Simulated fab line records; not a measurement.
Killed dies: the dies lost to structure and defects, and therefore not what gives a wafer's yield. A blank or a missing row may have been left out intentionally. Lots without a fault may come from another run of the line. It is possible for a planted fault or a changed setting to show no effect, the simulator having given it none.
Matching of chambers | flow n5_finfet | N5_BEOL_M8_ETCH_65 on rie_diel-03 has 4 sister chambers
The step etches SiARC in CF4, target depth 15.6 nm, time 26 s. 14 wafers are shown with their chamber, then 7 later ones without.

== EACH WAFER AND ITS CHAMBER ==
wafer  | chamber | showerhead_plenum_p_Torr (Torr) | throttle_valve_pct (%) | oes_product_au (a.u.)
L076.1 | 3       | 2.19                            | 15.7                   | 0.58
L076.4 | 2       | 2.05                            | 15.4                   | 0.63
L076.5 | 3       | 2.19                            | 15.7                   | 0.59
L084.1 | 2       | 2.05                            | 15.4                   | 0.62
L084.4 | 0       | 2.28                            | 15.2                   | 0.79
L084.6 | 1       | 2.18                            | 15.2                   | 0.74
L083.2 | 1       | 2.18                            | 15.2                   | 0.75
L083.4 | 1       | 2.18                            | 15.2                   | 0.74
L083.6 | 2       | 2.05                            | 15.4                   | 0.63
L087.1 | 1       | 2.17                            | 15.2                   | 0.74
L087.2 | 2       | 2.05                            | 15.4                   | 0.62
L087.5 | 1       | 2.17                            | 15.2                   | 0.74
L090.3 | 1       | 2.17                            | 15.2                   | 0.73
L090.4 | 1       | 2.17                            | 15.3                   | 0.73

SIGNATURES (means of the wafers above)
reading                  | chamber 0 | chamber 1 | chamber 2 | chamber 3 | scatter within a chamber
showerhead_plenum_p_Torr | 2.2800    | 2.1743    | 2.0500    | 2.1900    | 0.00414
throttle_valve_pct       | 15.200    | 15.214    | 15.400    | 15.700    | 0.0293
oes_product_au           | 0.7900    | 0.7386    | 0.6250    | 0.5850    | 0.0066
Rule: distance of a wafer from a chamber = root of the sum over the readings of ((wafer's reading minus chamber's mean) / reading's scatter) squared. The wafer belongs to the nearest chamber; if the next one is less than 2 further off, it can't be placed. How the scatter is found: for the shown wafers, subtract from each reading the mean of its chamber, square and add these, divide the total by (wafers less chambers), then take the root.

== WAFERS WHOSE CHAMBER IS MISSING ==
wafer  | showerhead_plenum_p_Torr (Torr) | throttle_valve_pct (%) | oes_product_au (a.u.)
L090.5 | 2.19                            | 15.2                   | 0.80
L091.1 | 2.04                            | 15.4                   | 0.61
L091.2 | 2.17                            | 15.3                   | 0.72
L091.6 | 2.17                            | 15.3                   | 0.72
L095.2 | 2.18                            | 15.2                   | 0.77
L095.5 | 2.27                            | 15.3                   | 0.75
L095.6 | 2.17                            | 15.3                   | 0.72

== WHICH CHAMBER EACH ONE RAN IN ==
wafer  | from the rows above | in truth
L090.5 | 1                   | 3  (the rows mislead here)
L091.1 | 2                   | 2
L091.2 | 1                   | 1
L091.6 | 1                   | 1
L095.2 | 1                   | 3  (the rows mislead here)
L095.5 | 0                   | 0
L095.6 | 1                   | 1
Correctly placed: 5 of 7. Number that these rows cannot place: 0. Number placed wrongly: 2.
